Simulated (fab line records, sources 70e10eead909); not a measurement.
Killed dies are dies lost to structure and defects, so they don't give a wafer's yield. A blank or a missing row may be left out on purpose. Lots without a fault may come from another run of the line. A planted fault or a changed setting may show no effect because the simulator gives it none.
A struck lot beside a sound one | flow nand_harc | 14 steps out of a route of 1159
Sound: wafers L162.1, L162.2, L162.4. Struck: wafers L172.1, L172.3, L172.5. The cause comes at the end.
At each step with rows: each side's tool, then ch and its chambers, then its first start. Under that, the readings that differ: sound wafers | struck wafers | difference of the means | sigmas: that difference in standard deviations of wafers without a fault.
alike: readings whose means differ by less than 2 such deviations, and words and numbers that are the same on both sides. not compared: withheld readings, readings that some wafer has no value for, bounds like >300 that may hide the same value, and numbers for which the record gives no deviation and whose values overlap.
The two part at a step that has a row with sigmas, a row that says differs or no value, or rows on one side only. Numbers that don't overlap but have no deviation are shown without sigmas and don't part them. A reading that every wafer of one side lacks parts them only if that side has two wafers or more.

first, 2 steps without rows for these wafers: NHARC_A_SOURCE_PLATE_CVD_03 (deposits poly-Si, target thk 200 nm, time 4000 s); NHARC_A_SOURCE_PLATE_ANNEAL_05 (time 1800 s).
NHARC_A_SOURCE_PLATE_THK_MEAS_06: measures by ellipsometry.
  sound on film_metro-02, day 8 02:52; struck on film_metro-01, day 10 04:28
  alike: thk_nm
NHARC_A_SOURCE_PLATE_INSPECT_08:
  sound on defect_inspect-01, day 8 02:56; struck on defect_inspect-02, day 10 04:32
  alike: raw_defect_count
then, 1 step without rows for these wafers: NHARC_A_ONON_D1_DEP_00 (target thk 1000 nm).
NHARC_A_ONON_D1_THK_MEAS_02: measures by ellipsometry.
  sound on film_metro-01, day 8 03:30; struck on film_metro-02, day 10 05:07
  alike: thk_nm
then, 1 step without rows for these wafers: NHARC_A_ONON_D1_DEP_03 (target thk 1000 nm).
NHARC_A_ONON_D1_THK_MEAS_05: measures by ellipsometry.
  sound on film_metro-01, day 8 04:04; struck on film_metro-01, day 10 05:41
  alike: thk_nm
then, 1 step without rows for these wafers: NHARC_A_ONON_D1_DEP_06 (target thk 1000 nm).
NHARC_A_ONON_D1_THK_MEAS_08: measures by ellipsometry.
  sound on film_metro-01, day 8 04:38; struck on film_metro-02, day 10 06:16
  alike: thk_nm
NHARC_A_ONON_D1_DEP_09: target thk 1000 nm.
  sound on pecvd_onon-02 ch 0, day 8 04:41; struck on pecvd_onon-02 ch 0, day 10 06:19
NHARC_A_ONON_D1_THK_MEAS_11: measures by ellipsometry.
  sound on film_metro-02, day 8 05:11; struck on film_metro-01, day 10 06:50
  reading     | sound          | struck      | difference | sigmas
  thk_nm (nm) | 1012 1012 1013 | 716 716 716 | -296       | -27
then, 1 step without rows for these wafers: NHARC_A_ONON_D1_DEP_12 (target thk 1000 nm).
-- the record jumps here: 12 days lie between the struck wafers' starts before and after (it left off in module A_ONON_D1 and takes up again in module END, whose first step shown is number 1159 of the route) --
NHARC_END_SORT_01:
  the record has rows for the struck wafers here (prober-02 ch 0, day 22 03:31) and none for the sound ones

WHERE THEY PART
First at NHARC_A_ONON_D1_THK_MEAS_11; last, within this record, at NHARC_END_SORT_01.

WHY: what the simulator had put in
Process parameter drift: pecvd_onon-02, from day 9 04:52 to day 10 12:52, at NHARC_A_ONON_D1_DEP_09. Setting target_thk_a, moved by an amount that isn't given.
